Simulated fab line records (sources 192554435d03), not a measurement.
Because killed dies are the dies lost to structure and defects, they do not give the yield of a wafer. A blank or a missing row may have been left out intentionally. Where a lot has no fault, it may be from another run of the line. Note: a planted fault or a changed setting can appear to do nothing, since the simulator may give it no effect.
fab line records -- flow n5Finfet
record lots=7, wafers=39
route steps=1938 shown DUMMY_GATE@237 HKMG_FIN@403 MOL_CONTACT_COAG@586
startH: start of the lot's first displayed wafer, in hours after the record's first day -- waitH: hours from the lot's prior step to this one -- " same as the row above -- L1.1+2: a single row standing in for several wafers -- - no value present, or no start provided -- * or withheld: withheld -- < > ~ a bound
route shown NAME@n: a module of which the file shows steps, and the number in the route of the first -- usual: mean/standard deviation of fault-free wafers -- same: alike in all rows -- chamber/n: place in a boat -- sites: readings site by site -- _std_site: the values' standard deviation -- _edge_site: inner sites' mean taken away from outer sites' mean -- radiusMm: how far each site lies from the wafer's centre -- mask NAME#n: copy n -- behind: the tool/chamber that last shaped the wafer -- hold: what put the lot on hold/how long, in hours/how the hold closed -- device: transistor that didn't switch, given as n, p or np -- end of line: the route-end tests of the same wafers -- step lacking rows: just its recipe -- killed: not the wafer's yield, but the dies lost to structure and defects at the first sort -- map: a wafer's dies, x killed, . not, _ none there
set.NAME: the run value of the setting; set.NAME@STEP: its run value at that earlier step -- model.NAME: the simulator's own value behind a step, which no gauge read
lots with deliberately changed settings; one table per step, one row per wafer
## steps
# step N5_DUMMY_GATE_ETCH_37
# recipe chemistry=N2/H2, target=SOC, targetDepthA=600, overetchA=300, tempC=40, ionEnergyEv=200, pressureMtorr=30, sourceW=840, biasW=150, n2FlowSccm=200, h2FlowSccm=200
# usual rfVppV=523.2/2.4
lot.wafer,tool,chamber,startH,waitH,set.sourceW,rfVppV
L076.1,rieDiel-04,1,62.83,0.0,692.6,553.2
L076.2,rieDiel-04,2,62.83,0.0,840,527.7
L076.3,rieDiel-04,0,62.83,0.0,840,523.5
L076.4,rieDiel-04,3,62.83,0.0,692.6,558.1
L076.5,rieDiel-04,0,62.83,0.0,692.6,558.1
L076.6,rieDiel-04,1,62.83,0.0,840,521.0
L077.1,rieDiel-02,2,74.21,0.0,759.2,541.1
L077.2,rieDiel-02,3,74.21,0.0,840,523.2
L077.3,rieDiel-02,1,74.21,0.0,759.2,539.3
L077.4,rieDiel-02,0,74.21,0.0,840,526.1
L077.5,rieDiel-02,2,74.21,0.0,759.2,540.5
L077.6,rieDiel-02,3,74.21,0.0,840,523.0
L085.1,rieDiel-02,3,114.07,0.0,892,513.8
L085.2,rieDiel-02,0,114.07,0.0,892,515.4
L085.3,rieDiel-02,2,114.07,0.0,840,523.9
L085.4,rieDiel-02,1,114.07,0.0,840,520.5
L085.5,rieDiel-02,0,114.07,0.0,892,515.3
L085.6,rieDiel-02,1,114.07,0.0,840,520.2
L086.1,rieDiel-02,0,122.91,0.0,946,505.4
L086.2,rieDiel-02,2,122.91,0.0,840,522.3
L086.3,rieDiel-02,1,122.91,0.0,840,520.4
L086.4,rieDiel-02,3,122.91,0.0,946,503.7
L086.5,rieDiel-02,1,122.91,0.0,946,501.3
L086.6,rieDiel-02,0,122.91,0.0,840,526.3
L091.1,rieDiel-02,3,149.13,0.0,776.6,537.0
L091.2,rieDiel-02,1,149.13,0.0,840,520.2
L091.3,rieDiel-02,0,149.13,0.0,776.6,540.3
L091.4,rieDiel-02,2,149.13,0.0,840,524.0
L091.5,rieDiel-02,0,149.13,0.0,776.6,539.3
L091.6,rieDiel-02,1,149.13,0.0,840,520.3
L094.1,rieDiel-04,0,168.18,0.0,840,523.9
L094.2,rieDiel-04,1,168.18,0.0,840,520.7
L094.5,rieDiel-04,1,168.18,0.0,840,520.3
L095.1,rieDiel-04,0,174.97,0.0,840,522.9
L095.2,rieDiel-04,2,174.97,0.0,840,525.2
L095.3,rieDiel-04,1,174.97,0.0,902.1,507.3
L095.4,rieDiel-04,0,174.97,0.0,902.1,509.9
L095.5,rieDiel-04,1,174.97,0.0,840,520.2
L095.6,rieDiel-04,2,174.97,0.0,902.1,514.4
# step N5_HKMG_FIN_ETCH_55
# recipe chemistry=N2/H2, target=SOC, targetDepthA=2400, tempC=40, timeS=300, ionEnergyEv=200, maskMaterial=SiARC, pressureMtorr=30, sourceW=840, biasW=150, n2FlowSccm=200, h2FlowSccm=200
lot.wafer,tool,chamber,startH,waitH,set.timeS,model.etch.depthNm,model.HKMG_FIN.featureDepthNm,model.SiARC_of_HKMG_FIN_COAT_42.thkNm
L076.1,rieDiel-03,2,86.91,0.0,345.1,286.1,286.2,18.8
L076.2,rieDiel-03,3,86.91,0.0,300,243.9,243.8,20.6
L076.3,rieDiel-03,1,86.91,0.0,300,236.5,236.6,21.8
L076.4,rieDiel-03,0,86.91,0.0,345.1,274.8,274.8,19.4
L076.5,rieDiel-03,2,86.91,0.0,300,248,248,21.2
L076.6,rieDiel-03,3,86.91,0.0,345.1,276.8,276.8,18.8
L077.1,rieDiel-05,0,97.82,0.1,232.4,185.5,185.6,24.6
L077.2,rieDiel-05,2,97.82,0.1,300,248.4,248.4,20.8
L077.3,rieDiel-05,0,97.82,0.1,232.4,188.3,188.4,24.4
L077.4,rieDiel-05,2,97.82,0.1,300,248.6,248.6,20.6
L077.5,rieDiel-05,2,97.82,0.1,300,248.7,248.6,20.6
L077.6,rieDiel-05,0,97.82,0.1,232.4,185.5,185.4,24.6
L085.1,rieDiel-05,2,140.38,0.0,300,251.2,251.2,20.4
L085.2,rieDiel-05,1,140.38,0.0,300,242.5,242.6,21
L085.3,rieDiel-05,0,140.38,0.0,300,241,241,21.6
L085.4,rieDiel-05,2,140.38,0.0,321,267.4,267.4,19.6
L085.5,rieDiel-05,0,140.38,0.0,321,256.7,256.8,20.6
L085.6,rieDiel-05,1,140.38,0.0,321,257.2,257.2,20.2
L086.1,rieDiel-01,2,148.48,0.0,256.3,201.5,201.6,23.2
L086.2,rieDiel-01,3,148.48,0.0,300,242.8,242.8,21
L086.3,rieDiel-01,0,148.48,0.0,256.3,197.8,197.8,24
L086.4,rieDiel-01,1,148.48,0.0,300,245.3,245.4,21.2
L086.5,rieDiel-01,3,148.48,0.0,300,240.2,240.2,21.2
L086.6,rieDiel-01,0,148.48,0.0,256.3,196.9,197,23.8
L091.1,rieDiel-05,2,173.17,0.0,300,247.4,247.4,20.6
L091.2,rieDiel-05,3,173.17,0.0,258.9,206.7,206.6,23.2
L091.3,rieDiel-05,1,173.17,0.0,258.9,204.4,204.4,23.2
L091.4,rieDiel-05,0,173.17,0.0,258.9,205.9,205.8,23.6
L091.5,rieDiel-05,0,173.17,0.0,300,239.9,240,21.6
L091.6,rieDiel-05,3,173.17,0.0,300,239,239,21.2
L094.1,rieDiel-01,2,193.89,0.0,300,237.6,237.6,21.2
L094.2,rieDiel-01,0,193.89,0.0,300,231,231,22.2
L094.5,rieDiel-01,2,193.89,0.0,300,238.6,238.6,21.2
L095.1,rieDiel-01,2,200.67,0.0,300,239.4,239.4,21.2
L095.2,rieDiel-01,1,200.67,0.0,300,248.8,248.8,21
L095.3,rieDiel-01,3,200.67,0.0,300,243.2,243.2,21.2
L095.4,rieDiel-01,0,200.67,0.0,300,232.6,232.6,22.2
L095.5,rieDiel-01,0,200.67,0.0,300,232.8,232.8,22.2
L095.6,rieDiel-01,1,200.67,0.0,300,247.6,247.6,21
# step N5_HKMG_FIN_CVD_62
# recipe material=a-Si, targetThkA=30, tempC=500, precursor=Si2H6, pressureTorr=1, timeS=20.8
lot.wafer,tool,chamber,startH,waitH,set.tempC,model.a-Si_of_HKMG_FIN_CVD_62.thkNm
L076.1+3+6,thermalCvdSi-02,"2,1,1",88.55,0.2,492.7,2.4
L076.2,thermalCvdSi-02,0,88.55,0.2,500,3.2
L076.4,thermalCvdSi-02,2,88.55,0.2,500,2.8
L076.5,thermalCvdSi-02,0,88.55,0.2,500,3
L077.1+2+6,thermalCvdSi-02,"0,1,0",99.80,0.2,507.2,3.6
L077.3+4+5,thermalCvdSi-02,"2,2,1",99.80,0.2,500,2.8
L085.1+3+4,thermalCvdSi-01,"1,0,1",142.02,0.2,500,3
L085.2+5+6,thermalCvdSi-01,"2,2,0",142.02,0.2,488.8,2.2
L086.1+3,thermalCvdSi-02,"2,1",150.13,0.2,500,2.8
L086.2,thermalCvdSi-02,0,150.13,0.2,506.7,3.8
L086.4,thermalCvdSi-02,1,150.13,0.2,506.7,3.4
L086.5,thermalCvdSi-02,0,150.13,0.2,500,3
L086.6,thermalCvdSi-02,2,150.13,0.2,506.7,3.6
L091.1+4+5,thermalCvdSi-01,"0,2,1",174.81,0.2,500,3
L091.2+3,thermalCvdSi-01,"2,1",174.81,0.2,481.2,1.8
L091.6,thermalCvdSi-01,0,174.81,0.2,481.2,1.6
L094.1+5,thermalCvdSi-02,0,195.53,0.2,500,3
L094.2,thermalCvdSi-02,2,195.53,0.2,500,2.8
L095.1+3+4,thermalCvdSi-01,"2,0,0",202.31,0.2,500,3
L095.2+5+6,thermalCvdSi-01,"1,1,2",202.31,0.2,506.3,3.6
# step N5_MOL_CONTACT_COAG_VIA_ETCH_46
# recipe chemistry=C4F6/O2, targetDepthA=460, overetchA=92, maskMaterial=SOC, target=SiO2, biasW=455, pressureMtorr=10, timeS=40, sourceW=325, Ar_flow_sccm=300, C4F6_flow_sccm=10, O2_flow_sccm=10, ionEnergyEv=575.3, ends=endPoint
# usual rfVppV=1573/27
lot.wafer,tool,chamber,startH,waitH,set.biasW,rfVppV
L076.1,rieDiel-03,2,117.40,0.0,455,1541
L076.2,rieDiel-03,1,117.40,0.0,501.3,1669
L076.3,rieDiel-03,3,117.40,0.0,501.3,1747
L076.4,rieDiel-03,0,117.40,0.0,501.3,1700
L076.5,rieDiel-03,0,117.40,0.0,455,1582
L076.6,rieDiel-03,1,117.40,0.0,455,1553
L077.1,rieDiel-01,2,126.53,0.0,455,1622
L077.2,rieDiel-01,0,126.53,0.0,455,1540
L077.3,rieDiel-01,3,126.53,0.0,491.8,1667
L077.4,rieDiel-01,1,126.53,0.0,455,1549
L077.5,rieDiel-01,1,126.53,0.0,491.8,1642
L077.6,rieDiel-01,0,126.53,0.0,491.8,1631
L085.1,rieDiel-01,0,167.29,0.0,418.2,1445
L085.2,rieDiel-01,1,167.29,0.0,455,1549
L085.3,rieDiel-01,3,167.29,0.0,455,1574
L085.4,rieDiel-01,2,167.29,0.0,418.2,1524
L085.5,rieDiel-01,2,167.29,0.0,455,1621
L085.6,rieDiel-01,1,167.29,0.0,418.2,1455
L086.1,rieDiel-03,2,173.61,0.0,455,1540
L086.2,rieDiel-03,3,173.61,0.0,455,1627
L086.3,rieDiel-03,1,173.61,0.0,386.1,1372
L086.4,rieDiel-03,0,173.61,0.0,455,1581
L086.5,rieDiel-03,0,173.61,0.0,386.1,1399
L086.6,rieDiel-03,3,173.61,0.0,386.1,1437
L091.1,rieDiel-03,3,199.40,0.0,455,1625
L091.2,rieDiel-03,0,199.40,0.0,384.5,1393
L091.3,rieDiel-03,2,199.40,0.0,455,1539
L091.4,rieDiel-03,1,199.40,0.0,384.5,1368
L091.5,rieDiel-03,0,199.40,0.0,384.5,1394
L091.6,rieDiel-03,1,199.40,0.0,455,1552
L094.1,rieDiel-03,0,219.62,0.0,455,1581
L094.2,rieDiel-03,3,219.62,0.0,455,1626
L094.5,rieDiel-03,0,219.62,0.0,455,1583
L095.1,rieDiel-05,3,225.01,0.0,455,1576
L095.2,rieDiel-05,2,225.01,0.0,455,1586
L095.3,rieDiel-05,0,225.01,0.0,422.5,1468
L095.4,rieDiel-05,1,225.01,0.0,422.5,1492
L095.5,rieDiel-05,2,225.01,0.0,422.5,1502
L095.6,rieDiel-05,1,225.01,0.0,455,1577
# step N5_MOL_CONTACT_COAG_ETCH_124
# recipe chemistry=CH3F/O2, target=SiNx, targetDepthA=65, maskMaterial=SOC, stopOn=SiOC, overEtchFrac=0.3, ionEnergyEv=120, pressureMtorr=30, sourceW=395, biasW=73, Ar_flow_sccm=150, CH3F_flow_sccm=30, O2_flow_sccm=20, ends=endPoint
# usual rfVppV=294/5.5
lot.wafer,tool,chamber,startH,waitH,set.biasW,rfVppV
L076.1,rieDiel-05,2,119.04,0.0,73,300
L076.2,rieDiel-05,0,119.04,0.0,73,291
L076.3,rieDiel-05,3,119.04,0.0,73,297
L076.4,rieDiel-05,0,119.04,0.0,73,291
L076.5,rieDiel-05,2,119.04,0.0,73,297
L076.6,rieDiel-05,3,119.04,0.0,73,294
L077.1,rieDiel-03,0,127.93,0.0,73,296
L077.2,rieDiel-03,1,127.93,0.0,66.06,268
L077.3,rieDiel-03,3,127.93,0.0,66.06,281
L077.4,rieDiel-03,2,127.93,0.0,73,289
L077.5,rieDiel-03,0,127.93,0.0,66.06,275
L077.6,rieDiel-03,1,127.93,0.0,73,291
L085.1,rieDiel-03,1,168.58,0.0,77.79,305
L085.2,rieDiel-03,3,168.58,0.0,73,304
L085.3,rieDiel-03,2,168.58,0.0,73,288
L085.4,rieDiel-03,0,168.58,0.0,77.79,311
L085.5,rieDiel-03,2,168.58,0.0,77.79,304
L085.6,rieDiel-03,1,168.58,0.0,73,291
L086.1,rieDiel-03,0,174.94,0.0,73,297
L086.2,rieDiel-03,3,174.94,0.0,73,305
L086.3,rieDiel-03,1,174.94,0.0,73,289
L086.4,rieDiel-03,2,174.94,0.0,73,289
L086.5,rieDiel-03,2,174.94,0.0,73,288
L086.6,rieDiel-03,1,174.94,0.0,73,291
L091.1,rieDiel-05,2,200.68,0.0,63.91,268
L091.2,rieDiel-05,3,200.68,0.0,63.91,267
L091.3,rieDiel-05,1,200.68,0.0,73,296
L091.4,rieDiel-05,0,200.68,0.0,73,290
L091.5,rieDiel-05,0,200.68,0.0,73,291
L091.6,rieDiel-05,1,200.68,0.0,63.91,268
L094.1,rieDiel-03,0,221.03,0.0,73,296
L094.2,rieDiel-03,1,221.03,0.0,73,290
L094.5,rieDiel-03,2,221.03,0.0,73,288
L095.1,rieDiel-05,3,226.28,0.0,68.45,281
L095.2,rieDiel-05,0,226.28,0.0,73,291
L095.3,rieDiel-05,2,226.28,0.0,73,298
L095.4,rieDiel-05,1,226.28,0.0,68.45,279
L095.5,rieDiel-05,0,226.28,0.0,68.45,276
L095.6,rieDiel-05,3,226.28,0.0,73,295
# step N5_MOL_CONTACT_COAG_ANNEAL_112
# recipe tempC=400, timeS=1800, ambient=HPD2, pressureAtm=10
# usual wafer_temp_C_max=401.4/0.33
lot.wafer,tool,chamber,startH,waitH,set.tempC,wafer_temp_C_max
L076.1,hpAnneal-01,0,122.14,2.0,394.6,396.0
L076.2,hpAnneal-01,0,122.14,2.0,394.6,395.5
L076.3,hpAnneal-01,0,122.14,2.0,394.6,396.7
L076.4,hpAnneal-01,0,122.14,2.0,394.6,395.7
L076.5,hpAnneal-01,0,122.14,2.0,394.6,395.9
L076.6,hpAnneal-01,0,122.14,2.0,394.6,395.9
L077.1,hpAnneal-01,0,129.04,0.0,392.8,393.9
L077.2,hpAnneal-01,0,129.04,0.0,392.8,393.6
L077.3,hpAnneal-01,0,129.04,0.0,392.8,394.1
L077.4,hpAnneal-01,0,129.04,0.0,392.8,394.2
L077.5,hpAnneal-01,0,129.04,0.0,392.8,394.7
L077.6,hpAnneal-01,0,129.04,0.0,392.8,394.2
L085.1,hpAnneal-01,0,169.67,0.0,390.5,391.5
L085.2,hpAnneal-01,0,169.67,0.0,390.5,391.5
L085.3,hpAnneal-01,0,169.67,0.0,390.5,392.0
L085.4,hpAnneal-01,0,169.67,0.0,390.5,391.9
L085.5,hpAnneal-01,0,169.67,0.0,390.5,391.8
L085.6,hpAnneal-01,0,169.67,0.0,390.5,391.8
L086.1,hpAnneal-01,0,176.06,0.0,411.2,412.9
L086.2,hpAnneal-01,0,176.06,0.0,411.2,412.9
L086.3,hpAnneal-01,0,176.06,0.0,411.2,412.7
L086.4,hpAnneal-01,0,176.06,0.0,411.2,412.7
L086.5,hpAnneal-01,0,176.06,0.0,411.2,412.2
L086.6,hpAnneal-01,0,176.06,0.0,411.2,412.2
L091.1,hpAnneal-01,0,204.31,2.6,400,401.0
L091.2,hpAnneal-01,0,204.31,2.6,400,401.2
L091.3,hpAnneal-01,0,204.31,2.6,400,402.1
L091.4,hpAnneal-01,0,204.31,2.6,400,400.9
L091.5,hpAnneal-01,0,204.31,2.6,400,401.7
L091.6,hpAnneal-01,0,204.31,2.6,400,401.5
L094.1,hpAnneal-01,0,222.13,0.0,400,401.6
L094.2,hpAnneal-01,0,222.13,0.0,400,401.8
L094.5,hpAnneal-01,0,222.13,0.0,400,401.8
L095.1,hpAnneal-01,0,227.43,0.0,400,401.6
L095.2,hpAnneal-01,0,227.43,0.0,400,401.4
L095.3,hpAnneal-01,0,227.43,0.0,400,401.4
L095.4,hpAnneal-01,0,227.43,0.0,400,401.6
L095.5,hpAnneal-01,0,227.43,0.0,400,402.0
L095.6,hpAnneal-01,0,227.43,0.0,400,401.8
## key
split step=N5_DUMMY_GATE_ETCH_37, setting=sourceW, stated=840, by=wafer
response step=N5_DUMMY_GATE_ETCH_37, reading=rfVppV, change=-1.74, per=1%, r=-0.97
split step=N5_HKMG_FIN_ETCH_55, setting=timeS, stated=300, by=wafer
response step=N5_HKMG_FIN_ETCH_55, reading=model.etch.depthNm, change=+2.7, per=1%, r=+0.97
response step=N5_HKMG_FIN_ETCH_55, reading=model.HKMG_FIN.featureDepthNm, change=+2.7, per=1%, r=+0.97
response step=N5_HKMG_FIN_ETCH_55, reading=model.SiARC_of_HKMG_FIN_COAT_42.thkNm, change=-0.163, per=1%, r=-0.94
split step=N5_HKMG_FIN_CVD_62, setting=tempC, stated=500, by=wafer
response step=N5_HKMG_FIN_CVD_62, reading=model.a-Si_of_HKMG_FIN_CVD_62.thkNm, change=+0.386, per=1%, r=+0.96
split step=N5_MOL_CONTACT_COAG_VIA_ETCH_46, setting=biasW, stated=455, by=wafer
response step=N5_MOL_CONTACT_COAG_VIA_ETCH_46, reading=rfVppV, change=+12.3, per=1%, r=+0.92
split step=N5_MOL_CONTACT_COAG_ETCH_124, setting=biasW, stated=73, by=wafer
response step=N5_MOL_CONTACT_COAG_ETCH_124, reading=rfVppV, change=+2, per=1%, r=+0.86
split step=N5_MOL_CONTACT_COAG_ANNEAL_112, setting=tempC, stated=400, by=lot
response step=N5_MOL_CONTACT_COAG_ANNEAL_112, reading=wafer_temp_C_max, change=*, per=1%, r=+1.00
